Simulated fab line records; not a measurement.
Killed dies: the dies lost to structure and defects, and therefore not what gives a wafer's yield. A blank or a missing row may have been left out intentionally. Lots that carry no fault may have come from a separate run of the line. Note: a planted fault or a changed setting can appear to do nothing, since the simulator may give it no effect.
Chamber matching :: flow n5_finfet :: 4 sister chambers for N5_BEOL_M7_ETCH_65 on rie_diel-02
The step etches SiARC in CF4, target depth 15.6 nm, time 26 s. 8 wafers are shown with their chamber, then 7 later ones without.

== WAFERS PAIRED WITH THEIR CHAMBERS ==
wafer: L077.1
chamber: 1
throttle_valve_pct (%): 15.62
oes_product_au (a.u.): 0.85

wafer: L077.4
chamber: 2
throttle_valve_pct (%): 15.28
oes_product_au (a.u.): 0.80

wafer: L077.6
chamber: 1
throttle_valve_pct (%): 15.63
oes_product_au (a.u.): 0.85

wafer: L085.2
chamber: 3
throttle_valve_pct (%): 15.89
oes_product_au (a.u.): 0.62

wafer: L085.3
chamber: 2
throttle_valve_pct (%): 15.29
oes_product_au (a.u.): 0.77

wafer: L085.6
chamber: 0
throttle_valve_pct (%): 16.04
oes_product_au (a.u.): 0.62

wafer: L084.1
chamber: 0
throttle_valve_pct (%): 16.03
oes_product_au (a.u.): 0.61

wafer: L084.3
chamber: 3
throttle_valve_pct (%): 15.87
oes_product_au (a.u.): 0.62

== WAFERS WHOSE CHAMBER IS MISSING ==
wafer: L084.6
throttle_valve_pct (%): 16.04
oes_product_au (a.u.): 0.61

wafer: L088.1
throttle_valve_pct (%): 16.04
oes_product_au (a.u.): 0.61

wafer: L088.2
throttle_valve_pct (%): 15.29
oes_product_au (a.u.): 0.76

wafer: L088.5
throttle_valve_pct (%): 15.65
oes_product_au (a.u.): 0.80

wafer: L089.1
throttle_valve_pct (%): 15.66
oes_product_au (a.u.): 0.80

wafer: L089.5
throttle_valve_pct (%): 16.04
oes_product_au (a.u.): 0.61

wafer: L089.6
throttle_valve_pct (%): 15.88
oes_product_au (a.u.): 0.62

== WHICH CHAMBER EACH WENT THROUGH ==
wafer: L084.6
from the rows above: 0
in truth: 0

wafer: L088.1
from the rows above: 0
in truth: 0

wafer: L088.2
from the rows above: 2
in truth: 2

wafer: L088.5
from the rows above: 1
in truth: 1

wafer: L089.1
from the rows above: 1
in truth: 1

wafer: L089.5
from the rows above: 0
in truth: 0

wafer: L089.6
from the rows above: 3
in truth: 3
Correctly placed: 7 of 7. Number that these rows cannot place: 0. 0 placed wrongly.
How it was worked out, from the rows above alone: a wafer's distance from a chamber is the root of the sum, over the readings, of the square of ((its reading less the chamber's mean) divided by the reading's scatter). If the next closest chamber is less than 2 further off than the closest, the wafer can't be placed; otherwise it belongs to the closest. Each chamber's mean is taken over the wafers shown for it. The scatter: take each reading less its chamber's mean, square it, sum over the shown wafers, divide by the number of wafers less the number of chambers, and take the root.
